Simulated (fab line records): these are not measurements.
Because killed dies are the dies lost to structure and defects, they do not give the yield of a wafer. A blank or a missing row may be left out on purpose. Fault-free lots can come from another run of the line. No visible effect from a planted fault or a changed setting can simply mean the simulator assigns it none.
Split-lot experiment ; flow n5 finfet ; on a route of 1938 steps: 7 lots, 21 wafers read

## THE SPLIT ITSELF
At N5_ZERO_LAYER_PECVD_02 (deposits SiO2 from SiH4/N2O, target thk 10 nm, time 6 s), the setting time s was moved away from the recipe's 6 s on 6 of the 21 wafers read, by -14.4% to +11.5%. All remaining wafers had this setting at the recipe value.

Reading taken at the split's own step.

## THE READING
SiO2_of_ZERO_LAYER_PECVD_02.thk nm (the simulator's own value, which no gauge read), in nm, at N5_ZERO_LAYER_PECVD_02 (deposits SiO2 from SiH4/N2O, target thk 10 nm, time 6 s). There is no usual value for it anywhere in the file. Average 9.966 nm, standard deviation 0.15 nm, over the 15 wafers here run with the recipe.

wafer;tool, chamber at the split;time s as run, s;against the recipe;SiO2_of_ZERO_LAYER_PECVD_02.thk nm, nm;against lot-mates on the recipe
L075.3;pecvd-04, 0;6;recipe;9.847;-
L075.5;pecvd-04, 1;6;recipe;10.18;-
L075.6;pecvd-04, 2;6;recipe;10.07;-
L077.1;pecvd-04, 0;6;recipe;9.806;-
L077.2;pecvd-04, 2;6;recipe;9.903;-
L077.6;pecvd-04, 0;6.629;+10.5%;10.92;+1.066
L080.1;pecvd-04, 2;6;recipe;9.995;-
L080.3;pecvd-04, 1;6;recipe;9.981;-
L080.6;pecvd-04, 2;6;recipe;10.12;-
L083.1;pecvd-01, 0;6;recipe;9.959;-
L083.3;pecvd-01, 2;6;recipe;10.11;-
L083.6;pecvd-01, 2;6;recipe;10.02;-
L090.3;pecvd-02, 2;6;recipe;9.818;-
L090.5;pecvd-02, 1;6;recipe;9.777;-
L090.6;pecvd-02, 0;6.693;+11.5%;11.13;+1.333
L091.2;pecvd-01, 0;5.137;-14.4%;8.329;-1.861
L091.5;pecvd-01, 1;6;recipe;10.19;-
L091.6;pecvd-01, 0;5.137;-14.4%;8.403;-1.787
L095.2;pecvd-02, 1;5.579;-7.0%;8.874;-0.835
L095.3;pecvd-02, 0;6;recipe;9.709;-
L095.6;pecvd-02, 2;5.579;-7.0%;9.175;-0.534

THE FIT
A straight line over all 21 wafers: SiO2_of_ZERO_LAYER_PECVD_02.thk nm changes by +0.109 nm for each +1% of time s; r = +0.97; the points scatter about the line by 0.15 nm.
The same after taking each lot's own level away (the mean of its wafers on the recipe; 21 wafers): +0.117 nm for each +1%; r = +0.99; scatter 0.11 nm.
The reading moves by 1.7 nm for the largest change in time s, on that fit.
The lots' own levels span 9.7090 to 10.1900 nm, that is 3.3 times the standard deviation above.
The two slopes are in agreement: the lot-to-lot level therefore moves the slope only a little.
Check: for one of the wafers moved furthest among these (-14.4%), held out of the fit, the line's prediction against its lot-mates is -1.62 nm. Against them it came out at -1.86 nm.

## FILE'S OWN FIT
SiO2_of_ZERO_LAYER_PECVD_02.thk nm changes by +0.115 nm for each +1% of time s, r = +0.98.
